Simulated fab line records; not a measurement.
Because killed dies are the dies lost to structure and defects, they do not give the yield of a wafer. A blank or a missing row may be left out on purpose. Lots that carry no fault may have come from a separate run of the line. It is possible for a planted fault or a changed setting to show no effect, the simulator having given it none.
Chamber matching | flow n5Finfet | 3 sister chambers for N5_BEOL_M5_ILD_DEP_00 on pecvd-01
The step deposits SiCOH lowk from DEMS/porogen, target thk 140.64 nm, time 25.9 s. 6 wafers are shown with their chamber, then 10 later ones without.

EACH WAFER AND ITS CHAMBER
wafer  | chamber | throttleValvePct (%) | heaterPowerW (W)
L081.1 | 0       | 14.8                 | 250
L083.1 | 2       | 14.1                 | 275
L083.2 | 1       | 13.9                 | 196
L083.3 | 0       | 15.1                 | 283
L083.4 | 1       | 13.9                 | 199
L083.5 | 2       | 13.9                 | 286

WAFERS WITH NO CHAMBER GIVEN
wafer  | throttleValvePct (%) | heaterPowerW (W)
L083.6 | 15.2                 | 288
L086.1 | 15.0                 | 292
L086.3 | 13.9                 | 205
L086.4 | 13.8                 | 234
L096.1 | 13.6                 | 194
L096.2 | 14.0                 | 265
L096.3 | 14.8                 | 273
L096.4 | 15.2                 | 268
L096.5 | 14.1                 | 263
L096.6 | 13.7                 | 199

CHAMBER TAKEN BY EACH
wafer  | from the rows above     | in truth
L083.6 | 0                       | 0
L086.1 | 0                       | 0
L086.3 | 1                       | 1
L086.4 | can't be placed: 1 or 2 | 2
L096.1 | 1                       | 1
L096.2 | 2                       | 2
L096.3 | 0                       | 0
L096.4 | 0                       | 0
L096.5 | 2                       | 2
L096.6 | 1                       | 1
9 of 10 placed correctly. Cannot be placed on the basis of these rows: 1; the candidates contain the true chamber in 1. 0 placed wrongly.
How it was worked out, from the rows above alone: a wafer's distance from a chamber is the root of the sum, over the readings, of the square of ((its reading less the chamber's mean) divided by the reading's scatter). If the next closest chamber is less than 2 further off than the closest, the wafer can't be placed; otherwise it belongs to the closest. The mean given for a chamber averages the wafers shown for that chamber. The scatter: the root of (the sum of the squares of (reading less its chamber's mean) over the shown wafers, divided by (wafers less chambers)).
